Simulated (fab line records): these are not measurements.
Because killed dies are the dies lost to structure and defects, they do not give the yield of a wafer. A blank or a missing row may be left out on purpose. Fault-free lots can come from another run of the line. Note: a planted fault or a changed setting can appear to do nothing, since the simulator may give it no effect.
fab line records -- flow nand-harc
record: lots: 6, wafers: 18, last-day: 24
route steps=1159 shown P_STI@78
lots that met no fault: from a run of the same line without faults
start-h: the number of hours between the record's first day and the start of the first shown wafer of the lot -- wait-h: how many hours have passed since the lot's step before this one -- " repeats the value in the row above -- L1.1+2: several wafers, shown together as one row -- - no value, or no start given -- * or withheld: withheld -- < > ~ a bound
route shown NAME@n: names a module that has steps shown in the file, with the first one's number in the route -- usual: mean/standard deviation taken from wafers without a fault -- same: alike in all rows -- chamber/n: place in a boat -- sites: the reading at each site -- _std_site: standard deviation across them -- _edge_site: inner sites' mean taken away from outer sites' mean -- radius-mm: how far each site lies from the wafer's centre -- mask NAME#n: copy n -- behind: tool/chamber where the wafer was last shaped -- hold: why the lot went on hold/how many hours it stayed there/how the hold came to an end -- device: transistor that didn't switch, given as n, p or np -- end of line: at the end of the route, the tests of the same wafers -- step lacking rows: just its recipe -- killed: at the first sort, the dies lost to defects and structure; wafer yield is something else -- map: dies across one wafer; x = killed, . = not, _ = none there
set.NAME: the setting that was run; set.NAME@STEP: the one run at that earlier step -- model.NAME: the simulator's own value behind a step, which no gauge read
certain route steps with their lots: each step a table, each wafer a row
services: a tool's chamber out of use, with start hour (start-h, from the record's first day; less than 0 if before it), hours out, and reason
== steps ==
step: NHARC_P_STI_SOFTBAKE_04
recipe: temp-c: 125, time-s: 70
step: NHARC_P_STI_EBR_05
step: NHARC_P_STI_EXPOSE_06
recipe: na: 0.55, target-cd-nm: 200, dose-mj: 37.69, mask-id: P_STI
step: NHARC_P_STI_PEB_07
recipe: peb-temp-c: 128, peb-time-s: 80
step: NHARC_P_STI_DEVELOP_08
recipe: time-s: 50, dev-temp-c: 22
step: NHARC_P_STI_CD_MEAS_09
recipe: target-cd-nm: 200, landing-energy-ev: 500
usual: cd-nm: 200.8/1.8
lot.wafer,tool,chamber,start-h,wait-h,cd-nm
L451.2,cd-sem-02,0,37.74,-,197.7
L451.5,cd-sem-02,0,37.74,-,201.8
L451.6,cd-sem-02,0,37.74,-,199.0
L464.1,cd-sem-01,0,119.49,-,200.6
L464.3,cd-sem-01,0,119.49,-,200.6
L464.6,cd-sem-01,0,119.49,-,201.1
L470.1,cd-sem-03,0,154.95,-,197.1
L470.2,cd-sem-03,0,154.95,-,198.8
L470.5,cd-sem-03,0,154.95,-,195.6
L471.2,cd-sem-03,0,160.94,-,198.8
L471.3,cd-sem-03,0,160.94,-,199.8
L471.5,cd-sem-03,0,160.94,-,197.6
L472.2,cd-sem-03,0,169.78,-,199.4
L472.5,cd-sem-03,0,169.78,-,200.6
L472.6,cd-sem-03,0,169.78,-,201.9
L473.2,cd-sem-02,0,169.94,-,202.9
L473.5,cd-sem-02,0,169.94,-,201.7
L473.6,cd-sem-02,0,169.94,-,203.0
step: NHARC_P_STI_OVL_MEAS_10
usual: overlay-x-nm: -1/7.1, overlay-y-nm: 1/6
lot.wafer,tool,chamber,start-h,wait-h,overlay-x-nm,overlay-y-nm
L451.2,overlay-01,-,37.83,-,-6,1
L451.5,overlay-01,-,37.83,-,-6,1
L451.6,overlay-01,-,37.83,-,-5,1
L464.1,overlay-01,-,119.58,-,7,0
L464.3,overlay-01,-,119.58,-,7,-1
L464.6,overlay-01,-,119.58,-,7,-1
L470.1,overlay-02,-,155.04,-,6,15
L470.2,overlay-02,-,155.04,-,6,15
L470.5,overlay-02,-,155.04,-,6,15
L471.2,overlay-02,-,161.03,-,3,7
L471.3,overlay-02,-,161.03,-,3,6
L471.5,overlay-02,-,161.03,-,3,6
L472.2,overlay-02,-,169.86,-,-3,-10
L472.5,overlay-02,-,169.86,-,-3,-10
L472.6,overlay-02,-,169.86,-,-3,-10
L473.2,overlay-01,-,170.03,-,7,6
L473.5,overlay-01,-,170.03,-,7,6
L473.6,overlay-01,-,170.03,-,7,5
step: NHARC_P_STI_INSPECT_11
usual: raw-defect-count: 5.5/2.6
lot.wafer,tool,chamber,start-h,wait-h,raw-defect-count
L451.2,defect-inspect-02,-,37.86,0.0,5
L451.5,defect-inspect-02,-,37.86,0.0,6
L451.6,defect-inspect-02,-,37.86,0.0,3
L464.1,defect-inspect-02,-,119.61,0.0,8
L464.3,defect-inspect-02,-,119.61,0.0,9
L464.6,defect-inspect-02,-,119.61,0.0,7
L470.1,defect-inspect-01,-,155.07,0.0,12
L470.2,defect-inspect-01,-,155.07,0.0,13
L470.5,defect-inspect-01,-,155.07,0.0,5
L471.2,defect-inspect-02,-,161.07,0.0,3
L471.3,defect-inspect-02,-,161.07,0.0,10
L471.5,defect-inspect-02,-,161.07,0.0,9
L472.2,defect-inspect-01,-,169.90,0.0,4
L472.5,defect-inspect-01,-,169.90,0.0,4
L472.6,defect-inspect-01,-,169.90,0.0,2
L473.2,defect-inspect-02,-,170.06,0.0,9
L473.5,defect-inspect-02,-,170.06,0.0,3
L473.6,defect-inspect-02,-,170.06,0.0,3
step: NHARC_P_STI_HARDBAKE_13
recipe: temp-c: 118, time-s: 65
step: NHARC_P_STI_DESCUM_14
recipe: time-s: 3, o2-flow-sccm: 200, ar-flow-sccm: 0, bias-power-w: 0, chemistry: O2
usual: drypump-motor-current-A: 5.7/0.36, oes-product-au: 0.999/0.0063, rf-vpp-V: 57.7/0.89, showerhead-plenum-p-Torr: 1.88/0.064, throttle-valve-pct: 11.311/0.0094
same: bias-power-w: 0
lot.wafer,tool,chamber,start-h,wait-h,drypump-motor-current-A,oes-product-au,rf-hours-counter-h,rf-vpp-V,showerhead-plenum-p-Torr,throttle-valve-pct
L451.2,rie-diel-01,2,38.01,-,5.7,1.012,1.6,59.1,1.89,11.315
L451.6,rie-diel-01,1,38.01,-,5.5,1.009,-,59.0,1.92,11.304
L451.5,rie-diel-01,2,38.01,-,5.7,1.009,-,56.7,1.89,11.302
L464.1,rie-diel-10,0,119.76,-,5.6,0.992,4.0,57.4,1.93,11.300
L464.3,rie-diel-10,2,119.76,-,6.5,1.008,3.9,58.9,1.88,11.313
L464.6,rie-diel-10,3,119.76,-,5.9,0.995,-,58.4,1.92,11.301
L470.2,rie-diel-06,0,155.22,-,6.3,1.001,5.5,57.0,1.81,11.303
L470.1,rie-diel-06,2,155.22,-,5.9,0.999,5.8,59.3,1.79,11.306
L470.5,rie-diel-06,0,155.22,-,6.3,0.982,-,57.6,1.81,11.325
L471.3,rie-diel-06,3,161.21,-,5.4,1.002,6.4,57.6,2.01,11.302
L471.2,rie-diel-06,1,161.21,-,5.2,1.001,6.1,56.7,1.79,11.307
L471.5,rie-diel-06,2,161.21,-,5.9,1.001,-,55.8,1.79,11.296
L472.2,rie-diel-01,0,170.06,-,5.6,1.004,0.6,57.5,1.81,11.308
L472.6,rie-diel-01,1,170.06,-,5.5,1.002,-,57.3,1.92,11.327
L472.5,rie-diel-01,2,170.06,-,5.7,1.009,-,57.9,1.89,11.310
L473.2,rie-diel-01,2,170.20,-,5.7,0.994,0.6,57.9,1.89,11.319
L473.6,rie-diel-01,2,170.20,-,5.7,0.996,-,59.5,1.89,11.312
L473.5,rie-diel-01,3,170.20,-,5.4,0.988,-,58.4,1.86,11.308
step: NHARC_P_STI_ETCH_42
recipe: target-depth-a: 800, overetch-a: 240, time-s: 61, ion-energy-ev: 200, n2-flow-sccm: 150, h2-flow-sccm: 150, ar-flow-sccm: 0, rf-w: 400, bias-w: 150, chemistry: N2/H2
usual: drypump-motor-current-A: 5.7/0.35, oes-product-au: 0.999/0.007, rf-vpp-V: 429.5/2.2, showerhead-plenum-p-Torr: 2.00/0.072, throttle-valve-pct: 14.172/0.009
lot.wafer,tool,chamber,start-h,wait-h,drypump-motor-current-A,oes-product-au,rf-hours-counter-h,rf-vpp-V,showerhead-plenum-p-Torr,throttle-valve-pct
L451.2,rie-diel-01,1,38.20,0.2,5.5,1.006,1.8,430.5,2.04,14.180
L451.6,rie-diel-01,1,38.20,0.2,5.5,0.995,-,431.1,2.04,14.160
L451.5,rie-diel-01,2,38.20,0.2,5.7,0.999,-,428.8,2.02,14.185
L464.3,rie-diel-10,2,119.83,0.1,6.5,1.008,3.9,430.6,2.00,14.191
L464.1,rie-diel-10,3,119.83,0.1,5.9,0.984,4.1,430.3,2.04,14.173
L464.6,rie-diel-10,2,119.83,0.1,6.5,1.002,-,429.8,2.00,14.174
L470.1,rie-diel-06,3,155.31,0.1,5.4,1.001,5.8,434.4,2.15,14.169
L470.2,rie-diel-06,0,155.31,0.1,6.3,1.007,5.5,426.4,1.92,14.186
L470.5,rie-diel-06,2,155.31,0.1,5.9,1.004,-,427.2,1.90,14.176
L471.2,rie-diel-06,0,161.30,0.1,6.3,1.002,6.2,426.5,1.92,14.178
L471.3,rie-diel-06,1,161.30,0.1,5.2,1.011,6.1,425.9,1.91,14.166
L471.5,rie-diel-06,2,161.30,0.1,5.9,1.008,-,426.8,1.90,14.163
L472.2,rie-diel-01,3,170.14,0.1,5.4,1.002,0.6,428.9,1.98,14.175
L472.5,rie-diel-01,0,170.14,0.1,5.6,0.997,-,426.9,1.93,14.164
L472.6,rie-diel-01,1,170.14,0.1,5.6,1.006,-,430.9,2.04,14.160
L473.2,rie-diel-01,1,170.29,0.1,5.5,1.005,0.7,429.1,2.04,14.158
L473.5,rie-diel-01,3,170.29,0.1,5.4,0.996,-,429.4,1.98,14.173
L473.6,rie-diel-01,0,170.29,0.1,5.5,1.006,-,427.6,1.93,14.154
step: NHARC_P_STI_ETCH_31
recipe: target-depth-a: 1089, time-s: 54.5, cf4-flow-sccm: 100, chf3-flow-sccm: 30, ar-flow-sccm: 0, rf-w: 500, bias-w: 200, chemistry: CF4/CHF3
usual: drypump-motor-current-A: 5.7/0.35, oes-product-au: 0.966/0.011, rf-vpp-V: 369.7/2, showerhead-plenum-p-Torr: 1.55/0.052, throttle-valve-pct: 16.802/0.0083
lot.wafer,tool,chamber,start-h,wait-h,drypump-motor-current-A,oes-product-au,rf-hours-counter-h,rf-vpp-V,showerhead-plenum-p-Torr,throttle-valve-pct
L451.2,rie-diel-01,1,-,-,5.5,0.949,1.8,370.7,1.58,16.804
L451.5,rie-diel-01,3,-,-,5.4,0.959,-,368.9,1.53,16.801
L451.6,rie-diel-01,0,-,-,5.5,0.957,-,367.5,1.49,16.794
L464.1,rie-diel-10,1,-,-,6.2,0.968,3.8,373.7,1.61,16.808
L464.3,rie-diel-10,3,-,-,5.9,0.956,4.1,369.9,1.58,16.812
L464.6,rie-diel-10,1,-,-,6.2,0.980,-,371.9,1.61,16.805
L470.1,rie-diel-06,2,-,-,5.9,0.956,5.9,366.1,1.47,16.806
L470.2,rie-diel-06,3,-,-,5.4,0.968,5.8,373.4,1.65,16.809
L470.5,rie-diel-06,2,-,-,5.9,0.960,-,368.5,1.47,16.799
L471.3,rie-diel-06,2,-,-,5.9,0.962,6.4,366.2,1.47,16.786
L471.2,rie-diel-06,3,-,-,5.4,0.969,6.5,373.7,1.65,16.787
L471.5,rie-diel-06,0,-,-,6.3,0.977,-,367.8,1.49,16.796
L472.2,rie-diel-01,0,-,-,5.6,0.981,0.7,368.0,1.49,16.802
L472.6,rie-diel-01,1,-,-,5.5,0.967,-,371.1,1.57,16.799
L472.5,rie-diel-01,2,-,-,5.7,0.970,-,369.1,1.56,16.806
L473.2,rie-diel-01,3,-,-,5.4,0.947,0.6,369.6,1.53,16.808
L473.5,rie-diel-01,1,-,-,5.5,0.958,-,370.0,1.57,16.795
L473.6,rie-diel-01,2,-,-,5.7,0.946,-,371.2,1.56,16.803
step: NHARC_P_STI_ETCH_15
recipe: target-depth-a: 3000, taper-deg: 4, time-s: 100.1, hbr-flow-sccm: 150, cl2-flow-sccm: 50, rf-w: 400, icp-w: 400, bias-w: 100, chemistry: HBr/Cl2
usual: drypump-motor-current-A: 5.9/0.43, oes-product-au: 1.000/0.007, throttle-valve-pct: 26.407/0.0098
lot.wafer,tool,chamber,start-h,wait-h,drypump-motor-current-A,oes-product-au,rf-hours-counter-h,throttle-valve-pct,model.P_STI.feature-depth-nm
L451.2,rie-si-03,0,38.44,-,5.8,0.997,0.3,26.403,299.3
L451.5,rie-si-03,1,38.44,-,5.5,1.007,-,26.414,300.4
L451.6,rie-si-03,2,38.44,-,5.0,0.989,-,26.400,297.7
L464.3,rie-si-06,3,120.05,-,6.1,1.000,0.8,26.422,298.2
L464.1,rie-si-06,0,120.05,-,6.3,0.994,0.6,26.423,297.5
L464.6,rie-si-06,2,120.05,-,5.9,0.986,-,26.410,295.5
L470.1,rie-si-04,0,155.50,-,5.2,0.998,0.3,26.428,297.9
L470.2,rie-si-04,3,155.50,-,5.8,0.996,0.3,26.417,298.8
L470.5,rie-si-04,1,155.50,-,6.7,0.997,-,26.415,298.8
L471.3,rie-si-06,3,161.48,-,6.1,0.873,1.1,26.415,242.6
L471.2,rie-si-06,0,161.48,-,6.3,0.870,0.9,26.416,241.1
L471.5,rie-si-06,3,161.48,-,6.1,0.870,-,26.401,240.1
L472.2,rie-si-06,1,170.41,-,6.2,0.890,1.3,26.409,241.8
L472.6,rie-si-06,2,170.41,-,5.9,0.868,-,26.409,239.6
L472.5,rie-si-06,3,170.41,-,6.1,0.887,-,26.406,243.2
L473.2,rie-si-03,0,170.49,-,5.7,0.997,0.0,26.406,299.8
L473.5,rie-si-03,3,170.49,-,6.0,1.017,-,26.409,304.3
L473.6,rie-si-03,0,170.49,-,5.8,1.001,-,26.408,303.1
step: NHARC_P_STI_CD_MEAS_16
usual: cd-nm: 200.8/2
lot.wafer,tool,chamber,start-h,wait-h,cd-nm
L451.2,cd-sem-01,-,38.56,-,197.9
L451.5,cd-sem-01,-,38.56,-,202.2
L451.6,cd-sem-01,-,38.56,-,198.7
L464.1,cd-sem-01,-,120.20,-,201.1
L464.3,cd-sem-01,-,120.20,-,200.1
L464.6,cd-sem-01,-,120.20,-,200.7
L470.1,cd-sem-03,-,155.66,-,196.3
L470.2,cd-sem-03,-,155.66,-,198.7
L470.5,cd-sem-03,-,155.66,-,194.7
L471.2,cd-sem-02,-,161.64,-,199.3
L471.3,cd-sem-02,-,161.64,-,199.9
L471.5,cd-sem-02,-,161.64,-,197.7
L472.2,cd-sem-03,-,170.53,-,199.5
L472.5,cd-sem-03,-,170.53,-,200.9
L472.6,cd-sem-03,-,170.53,-,201.0
L473.2,cd-sem-02,-,170.64,-,202.4
L473.5,cd-sem-02,-,170.64,-,201.6
L473.6,cd-sem-02,-,170.64,-,202.8
step: NHARC_P_STI_OCD_MEAS_17
usual: trench-depth-nm: 300.3/2.4, trench-foot-cd-nm: 158.8/1.7
lot.wafer,tool,chamber,start-h,wait-h,trench-depth-nm,trench-foot-cd-nm
L451.2,ocd-02,-,38.65,0.1,299.1,155.3
L451.5,ocd-02,-,38.65,0.1,300.3,160.1
L451.6,ocd-02,-,38.65,0.1,296.9,156.5
L464.1,ocd-02,-,120.29,0.1,297.2,158.9
L464.3,ocd-02,-,120.29,0.1,297.6,158.9
L464.6,ocd-02,-,120.29,0.1,295.5,159.3
L470.1,ocd-02,-,155.74,0.1,297.9,155.3
L470.2,ocd-02,-,155.74,0.1,299.2,157.4
L470.5,ocd-02,-,155.74,0.1,299.4,153.2
L471.2,ocd-02,-,161.73,0.1,241.4,165.5
L471.3,ocd-02,-,161.73,0.1,242.6,166.0
L471.5,ocd-02,-,161.73,0.1,239.8,163.7
L472.2,ocd-02,-,170.63,0.1,242.2,166.1
L472.5,ocd-02,-,170.63,0.1,243.3,166.5
L472.6,ocd-02,-,170.63,0.1,239.8,168.3
L473.2,ocd-01,-,170.73,0.1,299.7,160.9
L473.5,ocd-01,-,170.73,0.1,304.1,159.1
L473.6,ocd-01,-,170.73,0.1,303.1,160.4
step: NHARC_P_STI_STRIP_19
recipe: time-s: 900, temp-c: 130, chemistry: SPM
== services ==
tool,chamber,start-h,hours,kind
rie-diel-01,0,18.80,-,clean
rie-diel-01,1,18.80,-,clean
rie-diel-01,2,18.80,-,clean
rie-diel-01,3,18.80,-,clean
rie-diel-01,3,19.86,5.4,repair
rie-si-06,0,23.46,8.6,repair
rie-si-04,0,37.26,5.8,repair
rie-diel-01,0,43.30,-,clean
rie-diel-01,1,43.30,-,clean
rie-diel-01,2,43.30,-,clean
rie-diel-01,3,43.30,-,clean
rie-diel-06,-,64.25,9.0,pm
rie-diel-01,0,67.80,-,clean
rie-diel-01,1,67.80,-,clean
rie-diel-01,2,67.80,-,clean
rie-diel-01,3,67.80,-,clean
rie-si-03,3,70.88,18.1,repair
rie-diel-01,0,92.30,-,clean
rie-diel-01,1,92.30,-,clean
rie-si-04,-,99.00,9.0,pm
rie-si-06,3,124.68,4.0,repair
rie-diel-01,-,137.80,9.0,pm
rie-si-03,-,155.00,9.0,pm
rie-diel-10,3,156.42,5.4,repair
== key ==
first-sign: step: NHARC_P_STI_ETCH_15, reading: oes-product-au, direction: down, sigmas: 18, usual: 1.000, struck: 0.876
effect: step: NHARC_P_STI_OCD_MEAS_17, reading: trench-depth-nm, direction: down, sigmas: 24, usual: 300.3, struck: 241.5
model-effect: step: NHARC_P_STI_ETCH_15, value: P_STI.feature-depth-nm, without: 302.9, struck: 241.4
met-at NHARC_P_STI_ETCH_15
struck-wafers L471.2,L471.3,L471.5,L472.2,L472.5,L472.6
tester-left-out L471,L472
onset-between 120.05 161.48
fault: kind: process-parameter-drift, tool: rie-si-06, chamber: -, onset-h: 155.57, steps: NHARC_P_STI_ETCH_15, channel: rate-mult, offset: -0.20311, shape: step, end-h: 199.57
tester-left-out: of these lots the tester's yield and bins aren't shown, on N5 and GAA mostly nor the transistor test; their killed dies are dies lost to structure and defects alone, not to doping, threshold or leakage, so they don't give the yield
